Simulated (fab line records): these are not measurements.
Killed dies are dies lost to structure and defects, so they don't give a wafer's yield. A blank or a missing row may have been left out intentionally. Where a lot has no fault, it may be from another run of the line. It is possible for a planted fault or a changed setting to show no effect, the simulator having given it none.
Matching of chambers ; flow n5 finfet ; rie diel-03 running N5_BEOL_M3_ETCH_70: 4 sister chambers
The step etches SOC in N2/H2, target depth 80 nm, overetch 16 nm, time 120 s. 16 wafers are shown with their chamber, then 8 later ones without.

## WAFERS PAIRED WITH THEIR CHAMBERS
wafer;chamber;drypump motor current A (A);throttle valve pct (%);oes product au (a.u.)
L074.1;1;6.0;17.90;0.57
L074.4;3;5.8;17.69;0.69
L074.5;0;5.3;17.52;0.57
L081.1;2;6.0;17.89;0.56
L081.3;0;5.3;17.53;0.56
L081.6;1;5.9;17.91;0.57
L088.1;2;6.0;17.93;0.55
L088.2;0;5.3;17.56;0.55
L088.3;1;5.9;17.93;0.57
L088.4;0;5.3;17.55;0.56
L088.5;2;6.0;17.91;0.55
L088.6;1;5.9;17.93;0.56
L087.2;2;6.0;17.91;0.55
L087.4;1;6.0;17.92;0.56
L087.5;0;5.3;17.56;0.55
L090.3;1;5.9;17.95;0.56

SIGNATURES, as means of the wafers listed above
reading;chamber 0;chamber 1;chamber 2;chamber 3;scatter within a chamber
drypump motor current A;5.300;5.933;6.000;5.800;0.0333
throttle valve pct;17.5440;17.9233;17.9100;17.6900;0.0174
oes product au;0.5580;0.5650;0.5525;0.6900;0.00649
Rule: a wafer lies at a distance from a chamber equal to the root of the sum of squares, over the readings, of (its reading less the chamber's mean, divided by the reading's scatter). If the next closest chamber is less than 2 further off than the closest, the wafer can't be placed; otherwise it belongs to the closest. The scatter is the square root of a quotient: the sum, over the shown wafers, of each reading's squared deviation from its chamber's mean, divided by wafers minus chambers.

## WAFERS WITHOUT THEIR CHAMBER
wafer;drypump motor current A (A);throttle valve pct (%);oes product au (a.u.)
L090.4;5.9;17.93;0.55
L090.5;5.3;17.59;0.55
L093.1;5.3;17.59;0.55
L093.4;5.3;17.58;0.55
L093.5;6.0;17.93;0.54
L095.2;5.9;17.94;0.55
L095.4;6.0;17.95;0.54
L095.6;5.7;17.74;0.67

## WHICH CHAMBER EACH WENT THROUGH
wafer;from the rows above;in truth
L090.4;can't be placed: 1 or 2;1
L090.5;0;0
L093.1;0;0
L093.4;0;0
L093.5;2;2
L095.2;can't be placed: 1 or 2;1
L095.4;can't be placed: 2 or 1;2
L095.6;3;3
Correctly placed: 5 of 8. Unplaceable from these rows: 3, with the true chamber sitting among the candidates in 3. 0 placed wrongly.
